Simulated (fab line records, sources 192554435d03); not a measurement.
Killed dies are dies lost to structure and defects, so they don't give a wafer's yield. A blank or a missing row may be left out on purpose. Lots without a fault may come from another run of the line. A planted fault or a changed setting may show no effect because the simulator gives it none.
Split-lot experiment | flow n5_finfet | 7 lots, 21 wafers read, on a route of 1938 steps

THE SPLIT
At N5_SD_EPI_N_EXPOSE_06 (exposes mask SD N BLK, target cd 120 nm), the setting dose_mj was moved away from the recipe's 39.75 on 8 of the 21 wafers read, by -5.9% to +6.8%. The other wafers ran this setting at the recipe's value.

FROM THE SPLIT TO THE READING: what the file shows between them, 2 steps
- N5_SD_EPI_N_PEB_07: peb time 60 s
- N5_SD_EPI_N_DEVELOP_08: develop time 30 s

THE READING
cd_nm, in nm, at N5_SD_EPI_N_CD_MEAS_09 (target cd 120 nm). Fault-free wafers of this fab line usually give 120.2 nm, standard deviation 0.54 nm.

wafer  | tool, chamber at the split | dose_mj as run | against the recipe | cd_nm, nm | against lot-mates on the recipe
L076.1 | arfi_scanner-03, 0         | 39.75          | recipe             | 119.4     | -
L076.3 | arfi_scanner-03, 0         | 39.75          | recipe             | 120.7     | -
L076.5 | arfi_scanner-03, 0         | 39.75          | recipe             | 119.9     | -
L088.2 | arfi_scanner-01, 0         | 38.66          | -2.7%              | 118.5     | -1.7
L088.3 | arfi_scanner-01, 0         | 39.75          | recipe             | 119.9     | -
L088.4 | arfi_scanner-01, 0         | 39.75          | recipe             | 120.5     | -
L089.2 | arfi_scanner-03, 0         | 39.75          | recipe             | 119.2     | -
L089.3 | arfi_scanner-03, 0         | 38.75          | -2.5%              | 118.3     | -1.7
L089.4 | arfi_scanner-03, 0         | 39.75          | recipe             | 120.7     | -
L091.1 | arfi_scanner-03, 0         | 39.75          | recipe             | 121.1     | -
L091.4 | arfi_scanner-03, 0         | 39.75          | recipe             | 121.1     | -
L091.6 | arfi_scanner-03, 0         | 39.75          | recipe             | 119.4     | -
L092.1 | arfi_scanner-02, 0         | 37.4           | -5.9%              | 116.7     | -2.3
L092.3 | arfi_scanner-02, 0         | 39.75          | recipe             | 119.0     | -
L092.6 | arfi_scanner-02, 0         | 37.4           | -5.9%              | 115.5     | -3.5
L095.1 | arfi_scanner-01, 0         | 41.6           | +4.7%              | 123.2     | +3.3
L095.4 | arfi_scanner-01, 0         | 41.6           | +4.7%              | 123.0     | +3.1
L095.6 | arfi_scanner-01, 0         | 39.75          | recipe             | 119.9     | -
L096.1 | arfi_scanner-03, 0         | 39.75          | recipe             | 120.1     | -
L096.3 | arfi_scanner-03, 0         | 42.44          | +6.8%              | 125.1     | +5.0
L096.4 | arfi_scanner-03, 0         | 42.44          | +6.8%              | 124.3     | +4.2

THE FIT
A straight line over all 21 wafers: cd_nm changes by +0.67 nm for each +1% of dose_mj; r = +0.97; the points scatter about the line by 0.61 nm.
The same after taking each lot's own level away (the mean of its wafers on the recipe; 21 wafers): +0.614 nm for each +1%; r = +0.96; scatter 0.58 nm.
On that fit, the largest move of dose_mj shifts the reading by 4.2 nm.
The lots' own levels span 119.00 to 120.53 nm, that is 2.8 times the standard deviation above.
So the lot-to-lot level changes the slope little: the two slopes agree.
Check: with one of the wafers moved furthest among these (+6.8%) left out of the fit, the line predicts +4.07 nm for it against its lot-mates. It came out at +5 nm against them.

OTHER SPLITS ON THESE WAFERS
These wafers also went through other splits before the reading. Each is held against what the fit with the lots' levels taken away leaves over:
other split on the same wafers          | wafers away from the commonest value | r with cd_nm (lot level and that fit taken away)
N5_ZERO_LAYER_EXPOSE_08 dose_mj         | 8                                    | +0.08
N5_ZERO_LAYER_DEVELOP_10 develop_time_s | 8                                    | -0.18
N5_SD_EPI_N_COAT_33 spin_rpm            | 8                                    | +0.26

THE WHOLE CHAIN: every reading that the file lists as answering this split, in the file's order
step                   | what it does                                           | reading                                                         | change (the file's fit)               | r (the file's)
N5_SD_EPI_N_CD_MEAS_09 | target cd 120 nm                                       | cd_nm                                                           | +0.617 nm for each +1% of the setting | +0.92
N5_SD_EPI_N_DESCUM_14  | chemistry O2, time 7.9 s                               | SD_EPI_N.cd_nm (the simulator's own value, which no gauge read) | +0.627 nm for each +1% of the setting | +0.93
N5_SD_EPI_N_ETCH_34    | etches SiARC in CF4, target depth 45.5 nm, time 75.8 s | SD_EPI_N.cd_nm (the simulator's own value, which no gauge read) | +0.618 nm for each +1% of the setting | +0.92

THE FILE'S OWN FIT
cd_nm changes by +0.617 nm for each +1% of dose_mj, r = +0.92.
